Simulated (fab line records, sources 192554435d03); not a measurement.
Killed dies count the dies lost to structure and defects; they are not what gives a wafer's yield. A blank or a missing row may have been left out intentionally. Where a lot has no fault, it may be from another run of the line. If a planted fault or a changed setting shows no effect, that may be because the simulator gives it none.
Which tool is to blame? / flow n5_finfet / 36 wafers from 12 lots sampled at 4 of the route's 1938 steps

WHAT THE GAUGES SHOWED, per wafer
N5_MOL_CONTACT_COAG_THK_MEAS_29.
lot=L075; measured=day 5 07:34; on=film_metro-01; MD_CAP_THK (nm)=17.94 17.88 17.92
lot=L077; measured=day 5 20:28; on=film_metro-02; MD_CAP_THK (nm)=17.86 17.99 17.82
lot=L079; measured=day 6 12:46; on=film_metro-02; MD_CAP_THK (nm)=17.75 17.82 17.85
lot=L081; measured=day 6 19:19; on=film_metro-02; MD_CAP_THK (nm)=17.96 17.88 17.91
lot=L083; measured=day 7 06:59; on=film_metro-02; MD_CAP_THK (nm)=18.03 18.09 17.91
lot=L085; measured=day 7 22:37; on=film_metro-01; MD_CAP_THK (nm)=18.04 18.00 18.07
lot=L087; measured=day 8 09:25; on=film_metro-01; MD_CAP_THK (nm)=17.90 17.83 17.95
lot=L089; measured=day 8 17:58; on=film_metro-02; MD_CAP_THK (nm)=17.82 17.93 18.04
lot=L091; measured=day 9 05:23; on=film_metro-01; MD_CAP_THK (nm)=17.75 17.73 17.80
lot=L093; measured=day 9 17:53; on=film_metro-02; MD_CAP_THK (nm)=17.95 17.97 18.03
lot=L095; measured=day 10 03:40; on=film_metro-01; MD_CAP_THK (nm)=17.84 17.85 17.85
lot=L097; measured=day 10 22:00; on=film_metro-02; MD_CAP_THK (nm)=17.92 17.79 17.90

TOOL THAT RAN EACH LOT (tool first, then ch and the chambers of the sampled wafers, then the start)
lot=L075; N5_GATE_CUT_CMP_23=cmp-03 ch 0,1,3, day 4 20:54; N5_MOL_CONTACT_COAG_CO_FILL_22=cvd_co-01 ch 1,2, day 5 02:14; N5_MOL_CONTACT_COAG_ANNEAL_113=rtp_anneal-02 ch 0, day 5 02:51
lot=L077; N5_GATE_CUT_CMP_23=cmp-01 ch 0,1, day 5 09:25; N5_MOL_CONTACT_COAG_CO_FILL_22=cvd_co-01 ch 0,1,2, day 5 13:55; N5_MOL_CONTACT_COAG_ANNEAL_113=rtp_anneal-01 ch 0, day 5 14:50
lot=L079; N5_GATE_CUT_CMP_23=cmp-01 ch 0,1, day 6 00:22; N5_MOL_CONTACT_COAG_CO_FILL_22=cvd_co-01 ch 0,2, day 6 05:10; N5_MOL_CONTACT_COAG_ANNEAL_113=rtp_anneal-01 ch 0, day 6 06:27
lot=L081; N5_GATE_CUT_CMP_23=cmp-01 ch 0,2, day 6 09:24; N5_MOL_CONTACT_COAG_CO_FILL_22=cvd_co-02 ch 1,2, day 6 13:14; N5_MOL_CONTACT_COAG_ANNEAL_113=rtp_anneal-01 ch 0, day 6 13:51
lot=L083; N5_GATE_CUT_CMP_23=cmp-01 ch 0,1, day 6 21:20; N5_MOL_CONTACT_COAG_CO_FILL_22=cvd_co-01 ch 0,1, day 7 01:07; N5_MOL_CONTACT_COAG_ANNEAL_113=rtp_anneal-02 ch 0, day 7 01:43
lot=L085; N5_GATE_CUT_CMP_23=cmp-03 ch 1,3, day 7 09:28; N5_MOL_CONTACT_COAG_CO_FILL_22=cvd_co-02 ch 1,2, day 7 15:39; N5_MOL_CONTACT_COAG_ANNEAL_113=rtp_anneal-02 ch 0, day 7 16:16
lot=L087; N5_GATE_CUT_CMP_23=cmp-03 ch 1,2,3, day 7 20:39; N5_MOL_CONTACT_COAG_CO_FILL_22=cvd_co-02 ch 0,1, day 8 00:45; N5_MOL_CONTACT_COAG_ANNEAL_113=rtp_anneal-01 ch 0, day 8 01:22
lot=L089; N5_GATE_CUT_CMP_23=cmp-01 ch 0,2,3, day 8 07:01; N5_MOL_CONTACT_COAG_CO_FILL_22=cvd_co-02 ch 0,1,2, day 8 11:53; N5_MOL_CONTACT_COAG_ANNEAL_113=rtp_anneal-01 ch 0, day 8 12:40
lot=L091; N5_GATE_CUT_CMP_23=cmp-03 ch 1,2,3, day 8 19:19; N5_MOL_CONTACT_COAG_CO_FILL_22=cvd_co-02 ch 0,2, day 8 23:38; N5_MOL_CONTACT_COAG_ANNEAL_113=rtp_anneal-02 ch 0, day 9 00:19
lot=L093; N5_GATE_CUT_CMP_23=cmp-03 ch 0,2,3, day 9 07:05; N5_MOL_CONTACT_COAG_CO_FILL_22=cvd_co-01 ch 0,1, day 9 12:32; N5_MOL_CONTACT_COAG_ANNEAL_113=rtp_anneal-02 ch 0, day 9 13:18
lot=L095; N5_GATE_CUT_CMP_23=cmp-02 ch 1,2,3, day 9 18:49; N5_MOL_CONTACT_COAG_CO_FILL_22=cvd_co-01 ch 0,2, day 9 22:53; N5_MOL_CONTACT_COAG_ANNEAL_113=rtp_anneal-01 ch 0, day 9 23:30
lot=L097; N5_GATE_CUT_CMP_23=cmp-01 ch 1,2, day 10 09:55; N5_MOL_CONTACT_COAG_CO_FILL_22=cvd_co-02 ch 0,2, day 10 15:50; N5_MOL_CONTACT_COAG_ANNEAL_113=rtp_anneal-01 ch 0, day 10 16:27
- N5_GATE_CUT_CMP_23: polishes, stops on SiO2, t overpolish 23.4 s, target thk 16 nm.
- N5_MOL_CONTACT_COAG_CO_FILL_22: material Co, precursor CCTBA/H2, target thk 20 nm.
- N5_MOL_CONTACT_COAG_ANNEAL_113: time 300 s.

THE ANSWER, worked out from the rows above alone
Rule: usual is defined by the lots themselves. The widest of any qualifying gaps counts: lots, ordered by their means at a reading, are off when they make up no more than a third of the lots, leave a main group of 4 or more, and stand apart from it by 3 or more times the standard deviation of that group's means. The tables above print the reading to a certain number of digits; a main group whose means all agree to those digits is not used. Also off: a lot with no number at a reading for which 4 or more lots have one. Any other lot the step has rows for is counted as sound.
Across all readings shown, no lot is off: no conclusion can be drawn from this.

WHAT THE SIMULATOR HAD INSERTED
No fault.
